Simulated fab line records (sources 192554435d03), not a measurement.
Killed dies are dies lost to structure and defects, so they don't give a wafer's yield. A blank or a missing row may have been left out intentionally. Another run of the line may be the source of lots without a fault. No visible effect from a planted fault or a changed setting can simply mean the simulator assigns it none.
Comparing a struck lot with a sound one    flow n5-finfet    13 steps out of a route of 1938
Sound: wafers L223.2, L223.3, L223.5. Wafers L229.2, L229.3, L229.4 were the ones struck. Last of all comes the cause.
Per side, at each step with rows, come the tool, then ch with its chambers, and then its first start. Under that, the readings that differ: sound wafers    struck wafers    difference of the means    sigmas: that difference in standard deviations of wafers without a fault.
alike: same words and numbers on both sides, and readings whose means sit less than 2 such deviations apart. not compared: any withheld reading, any reading some wafer has no value for, any bound like >300 that may hide the same value, and any number with overlapping values for which the record gives no deviation.
The two part at a step that has a row with sigmas, a row that says differs or no value, or rows on one side only. When numbers do not overlap yet have no deviation, they are printed without sigmas and do not part them. A reading missing from all wafers of one side parts the sides only when that side holds two or more wafers.

first, 9 steps without rows for these wafers: N5_BEOL_M2_DEVELOP_27 (develop time 30 s); N5_BEOL_M2_DESCUM_33 (chemistry O2, time 7 s); N5_BEOL_M2_ETCH_77 (etches underlayer in N2/H2, target depth 6.5 nm, time 5.2 s); N5_BEOL_M2_ETCH_69 (etches SiARC in CF4, target depth 15.6 nm, time 26 s); N5_BEOL_M2_ALD_98 (deposits SiO2, target thk 2.5 nm, pulse time 1 s, co reactant pulse time 1 s); N5_BEOL_M2_ETCHBACK_99 (etches SiO2 in CHF3, target depth 5 nm, time 10.4 s); N5_BEOL_M2_ETCH_70 (etches SOC in N2/H2, target depth 80 nm, overetch 24 nm, time 130 s); N5_BEOL_M2_STRIP_71 (strips in N2/H2); N5_BEOL_M2_STRIP_78 (strips in N2/H2).
N5_BEOL_M2_VIA_ETCH_34: etches the open film in C4F6/O2, target depth 69.4 nm, time 65.9 s.
  sound on rie-diel-03 ch 2,3, day 9 09:38; struck on rie-diel-03 ch 1,3, day 11 07:20
  no value came back on the struck wafers for any of 7 readings (C4F6_flow_sccm (sccm), O2_flow_sccm (sccm) and others); on the sound wafers C4F6_flow_sccm (sccm) reads 9.96 10.03 9.95
reading                                     sound           struck    difference  sigmas
model.SOC_of_BEOL_M2_COAT_67.thk-nm (nm)    51.8 51.8 51.8  60 60 60  +8          
model.SiARC_of_BEOL_M2_COAT_68.thk-nm (nm)  0 0 0           6 6 6.2   +6          
  not compared: rf-hours-counter-h
then, 1 step without rows for these wafers: N5_BEOL_M2_STRIP_83 (strips in C4F6/O2).
N5_BEOL_M4_RC_MEAS_101:
  the record has rows for the sound wafers here (prober-02 ch 0, day 11 20:35) and none for the struck ones
-- a jump in the record: the struck wafers' starts before and after are 7 days apart (it breaks off in module BEOL_M4 and resumes in module PASSIVATION, where the first step shown is number 1936 of the route) --
N5_PASSIVATION_PROBE_49:
  rows exist in the record for the struck wafers here (prober-01, day 18 06:53), but not for the sound ones

== WHERE THEY PART ==
Earliest at N5_BEOL_M2_VIA_ETCH_34; latest, in this record, at N5_PASSIVATION_PROBE_49.

WHY: what had been put in by the simulator
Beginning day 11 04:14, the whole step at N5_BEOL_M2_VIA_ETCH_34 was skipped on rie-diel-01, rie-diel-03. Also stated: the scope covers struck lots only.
